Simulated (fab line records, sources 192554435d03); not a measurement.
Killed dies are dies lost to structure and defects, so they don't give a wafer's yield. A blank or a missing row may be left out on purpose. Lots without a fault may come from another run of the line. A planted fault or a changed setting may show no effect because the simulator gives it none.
Which tool did it? | flow n5_finfet | 12 lots, 36 wafers sampled, at 4 steps of a route of 1938

WHAT THE GAUGES READ, wafer by wafer
N5_BEOL_M1_INSPECT_13: inspects for defects (brightfield).
lot  | measured     | on                | raw_defect_count
L075 | day 6 11:57  | defect_inspect-02 | 278 308 350
L077 | day 6 19:38  | defect_inspect-01 | 531 588 384
L079 | day 7 08:44  | defect_inspect-01 | 400 504 476
L081 | day 7 21:59  | defect_inspect-01 | 761 553 646
L083 | day 8 07:57  | defect_inspect-01 | 537 352 569
L085 | day 9 01:51  | defect_inspect-02 | 442 327 429
L087 | day 9 11:52  | defect_inspect-01 | 347 353 375
L089 | day 9 20:52  | defect_inspect-01 | 350 571 494
L091 | day 10 10:40 | defect_inspect-02 | 306 267 266
L093 | day 10 17:30 | defect_inspect-01 | 535 430 463
L095 | day 11 12:02 | defect_inspect-02 | 360 362 308
L097 | day 12 04:02 | defect_inspect-02 | 419 511 320

WHICH TOOL RAN EACH LOT (tool, then ch and the chambers of the sampled wafers, then the start)
lot  | N5_BEOL_M0_HM_OPEN_105            | N5_BEOL_M0_STRIP_104               | N5_BEOL_M0_SPUTTER_134
L075 | rie_metal-01 ch 1, day 6 05:50    | rie_diel-02 ch 0,1, day 6 06:19    | pvd_sputter-02, day 6 08:47
L077 | rie_metal-02 ch 0,1, day 6 14:37  | rie_diel-01 ch 0,1,3, day 6 14:59  | pvd_sputter-03, day 6 16:46
L079 | rie_metal-01 ch 1, day 7 00:58    | rie_diel-02 ch 1,2,3, day 7 01:19  | pvd_sputter-02, day 7 04:54
L081 | rie_metal-01 ch 0,1, day 7 15:18  | rie_diel-01 ch 0,1,2, day 7 15:29  | pvd_sputter-02, day 7 18:29
L083 | rie_metal-01 ch 0,1, day 8 01:54  | rie_diel-06 ch 0,2,3, day 8 02:05  | pvd_sputter-01, day 8 04:01
L085 | rie_metal-02 ch 0,1, day 8 18:26  | rie_diel-06 ch 0,3, day 8 18:59    | pvd_sputter-01, day 8 22:32
L087 | rie_metal-01 ch 0,1, day 9 02:16  | rie_diel-02 ch 1,2,3, day 9 02:28  | pvd_sputter-01, day 9 06:10
L089 | rie_metal-01 ch 0,1, day 9 14:53  | rie_diel-01 ch 1,2,3, day 9 15:20  | pvd_sputter-03, day 9 17:45
L091 | rie_metal-03 ch 0,1, day 10 02:43 | rie_diel-02 ch 1,2, day 10 02:55   | pvd_sputter-01, day 10 06:08
L093 | rie_metal-02 ch 0,1, day 10 13:13 | rie_diel-01 ch 0,1,3, day 10 13:24 | pvd_sputter-03, day 10 14:48
L095 | rie_metal-03 ch 0,1, day 11 07:13 | rie_diel-02 ch 0,3, day 11 07:35   | pvd_sputter-03, day 11 10:05
L097 | rie_metal-01 ch 0,1, day 11 20:16 | rie_diel-06 ch 0,1, day 11 20:28   | pvd_sputter-02, day 11 22:34
- N5_BEOL_M0_HM_OPEN_105: chemistry Cl2/BCl3, target TiN, target depth 12 nm.
- N5_BEOL_M0_STRIP_104: strips in N2/H2.
- N5_BEOL_M0_SPUTTER_134: material Cu, target thk 4 nm, time 7.37 s.

THE ANSWER, worked out from the rows above alone
Rule: what is usual is taken from the lots themselves. Put in order of their means at a reading, lots are off if they are a third of the lots or fewer, leave a main group of 4 or more, and stand apart from it by a gap of 3 or more times the standard deviation of the main group's means; of several such gaps the widest counts. A main group whose means are all the same, to the digits that the tables above print for the reading, isn't used. A lot without any number at a reading at which 4 lots or more have one is off too. The other lots that the step has rows for count as sound.
No lot is off at any reading shown: from this, nothing can be told.

WHAT THE SIMULATOR HAD PUT IN
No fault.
